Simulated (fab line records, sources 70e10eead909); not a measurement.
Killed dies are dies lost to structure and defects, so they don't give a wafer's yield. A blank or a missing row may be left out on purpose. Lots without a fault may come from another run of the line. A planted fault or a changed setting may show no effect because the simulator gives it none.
Chamber matching | flow nand_harc | NHARC_P_M1_DEP_33 on pecvd-02: 3 sister chambers
The step deposits SiCN, target thk 30 nm. 3 wafers are shown with their chamber, then 11 later ones without.

WAFERS WITH THEIR CHAMBER
wafer  | chamber | heater_power_outer_w (W)
L086.5 | 1       | 425
L086.6 | 2       | 305
L090.1 | 0       | 356

WAFERS WITHOUT THEIR CHAMBER
wafer  | heater_power_outer_w (W)
L090.5 | 446
L090.6 | 332
L091.2 | 389
L091.5 | 380
L091.6 | 415
L092.1 | 388
L092.2 | 439
L092.4 | 394
L096.2 | 422
L096.3 | 385
L096.6 | 387

WHICH CHAMBER EACH WENT THROUGH
wafer  | from the rows above     | in truth
L090.5 | 1                       | 1
L090.6 | can't be placed: 0 or 2 | 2
L091.2 | can't be placed: 0 or 1 | 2
L091.5 | can't be placed: 0 or 1 | 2
L091.6 | can't be placed: 1 or 0 | 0
L092.1 | can't be placed: 0 or 1 | 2
L092.2 | 1                       | 1
L092.4 | can't be placed: 1 or 0 | 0
L096.2 | 1                       | 1
L096.3 | can't be placed: 0 or 1 | 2
L096.6 | can't be placed: 0 or 1 | 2
Placed correctly: 3 of 11. Can't be placed from these rows: 8 (the true chamber is among the candidates in 3). Placed wrongly: 0.
How it was worked out, from the rows above alone: a wafer's distance from a chamber is the root of the sum, over the readings, of the square of ((its reading less the chamber's mean) divided by the reading's scatter). The wafer belongs to the nearest chamber; if the next one is less than 2 further off, it can't be placed. A chamber's mean is the mean of its shown wafers. The scatter: with one shown wafer a chamber, the root of the mean of the squares of how far each hidden wafer lies from its nearest shown one.
